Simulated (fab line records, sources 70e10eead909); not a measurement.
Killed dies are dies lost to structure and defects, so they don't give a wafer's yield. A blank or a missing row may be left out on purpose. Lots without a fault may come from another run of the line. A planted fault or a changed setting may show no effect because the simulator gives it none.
Which tool did it? | flow nand_harc | 24 lots, 72 wafers sampled, at 2 steps of a route of 1159

WHAT THE GAUGES READ, wafer by wafer
NHARC_A_M0_INSPECT_27.
lot  | measured     | on                | raw_defect_count
L074 | day 18 23:06 | defect_inspect-01 | 351 476 417
L075 | day 19 05:31 | defect_inspect-01 | 381 391 391
L076 | day 19 06:32 | defect_inspect-02 | 333 275 460
L077 | day 19 12:26 | defect_inspect-02 | 381 338 268
L079 | day 20 08:55 | defect_inspect-01 | 490 447 448
L078 | day 20 13:58 | defect_inspect-01 | 324 530 510
L083 | day 22 13:53 | defect_inspect-01 | 940 377 336
L082 | day 22 14:17 | defect_inspect-01 | 628 533 392
L084 | day 22 14:23 | defect_inspect-02 | 454 408 452
L088 | day 22 14:36 | defect_inspect-02 | 420 522 576
L085 | day 22 23:22 | defect_inspect-02 | 368 486 284
L080 | day 22 23:52 | defect_inspect-02 | 342 243 450
L081 | day 23 21:50 | defect_inspect-02 | 352 401 265
L086 | day 24 03:56 | defect_inspect-01 | 354 388 369
L089 | day 24 08:38 | defect_inspect-02 | 422 450 458
L091 | day 24 12:05 | defect_inspect-02 | 549 522 471
L087 | day 24 12:02 | defect_inspect-01 | 378 293 267
L090 | day 24 12:31 | defect_inspect-02 | 406 261 339
L092 | day 24 12:49 | defect_inspect-01 | 285 361 309
L094 | day 24 20:33 | defect_inspect-02 | 438 519 353
L093 | day 24 20:58 | defect_inspect-02 | 487 763 425
L097 | day 24 23:17 | defect_inspect-02 | 509 479 452
L096 | day 25 00:38 | defect_inspect-02 | 401 409 378
L095 | day 25 08:41 | defect_inspect-02 | 501 337 364

WHICH TOOL RAN EACH LOT (tool, then ch and the chambers of the sampled wafers, then the start)
lot  | NHARC_A_M0_ANNEAL_30
L074 | rtp_anneal-01 ch 0, day 18 22:16
L075 | rtp_anneal-01 ch 0, day 19 04:45
L076 | rtp_anneal-01 ch 0, day 19 05:43
L077 | rtp_anneal-01 ch 0, day 19 11:36
L079 | rtp_anneal-02 ch 0, day 20 08:14
L078 | rtp_anneal-02 ch 0, day 20 13:08
L083 | rtp_anneal-02 ch 0, day 22 13:11
L082 | rtp_anneal-01 ch 0, day 22 13:31
L084 | rtp_anneal-02 ch 0, day 22 13:33
L088 | rtp_anneal-01 ch 0, day 22 13:50
L085 | rtp_anneal-01 ch 0, day 22 22:40
L080 | rtp_anneal-02 ch 0, day 22 23:02
L081 | rtp_anneal-02 ch 0, day 23 21:04
L086 | rtp_anneal-02 ch 0, day 24 03:10
L089 | rtp_anneal-01 ch 0, day 24 07:50
L091 | rtp_anneal-02 ch 0, day 24 11:14
L087 | rtp_anneal-01 ch 0, day 24 11:21
L090 | rtp_anneal-01 ch 0, day 24 11:41
L092 | rtp_anneal-01 ch 0, day 24 12:03
L094 | rtp_anneal-02 ch 0, day 24 19:44
L093 | rtp_anneal-02 ch 0, day 24 20:09
L097 | rtp_anneal-01 ch 0, day 24 22:34
L096 | rtp_anneal-02 ch 0, day 24 23:52
L095 | rtp_anneal-01 ch 0, day 25 07:52
- NHARC_A_M0_ANNEAL_30: time 90 s.

WHAT THE TOOLS THEMSELVES READ (means of the sampled wafers that have a number; where no wafer has one, the mark that the record gives instead)
NHARC_A_M0_ANNEAL_30.
lot  | tool          | wafer_temp_C_max
L074 | rtp_anneal-01 | 225.9
L075 | rtp_anneal-01 | 225.8
L076 | rtp_anneal-01 | 225.9
L077 | rtp_anneal-01 | 225.9
L079 | rtp_anneal-02 | 226.3
L078 | rtp_anneal-02 | 226.5
L083 | rtp_anneal-02 | 226.2
L082 | rtp_anneal-01 | 226.2
L084 | rtp_anneal-02 | 226.6
L088 | rtp_anneal-01 | 225.8
L085 | rtp_anneal-01 | 226.2
L080 | rtp_anneal-02 | 226.4
L081 | rtp_anneal-02 | 226.6
L086 | rtp_anneal-02 | 226.6
L089 | rtp_anneal-01 | 226.0
L091 | rtp_anneal-02 | 226.8
L087 | rtp_anneal-01 | 225.9
L090 | rtp_anneal-01 | 225.9
L092 | rtp_anneal-01 | 225.8
L094 | rtp_anneal-02 | 226.6
L093 | rtp_anneal-02 | 226.4
L097 | rtp_anneal-01 | 226.3
L096 | rtp_anneal-02 | 226.1
L095 | rtp_anneal-01 | 225.8

THE ANSWER, worked out from the rows above alone
Rule: what is usual is taken from the lots themselves. Put in order of their means at a reading, lots are off if they are a third of the lots or fewer, leave a main group of 4 or more, and stand apart from it by a gap of 3 or more times the standard deviation of the main group's means; of several such gaps the widest counts. A main group whose means are all the same, to the digits that the tables above print for the reading, isn't used. A lot without any number at a reading at which 4 lots or more have one is off too. The other lots that the step has rows for count as sound. The gauges are gone through in route order, then the tools' own readings, and for those a lot's mean is taken as printed above. The first step at which some lot is off is used, and at that step the reading that is off furthest; a lot without a number counts as furthest.
No lot is off at any reading shown: from this, nothing can be told.

WHAT THE SIMULATOR HAD PUT IN
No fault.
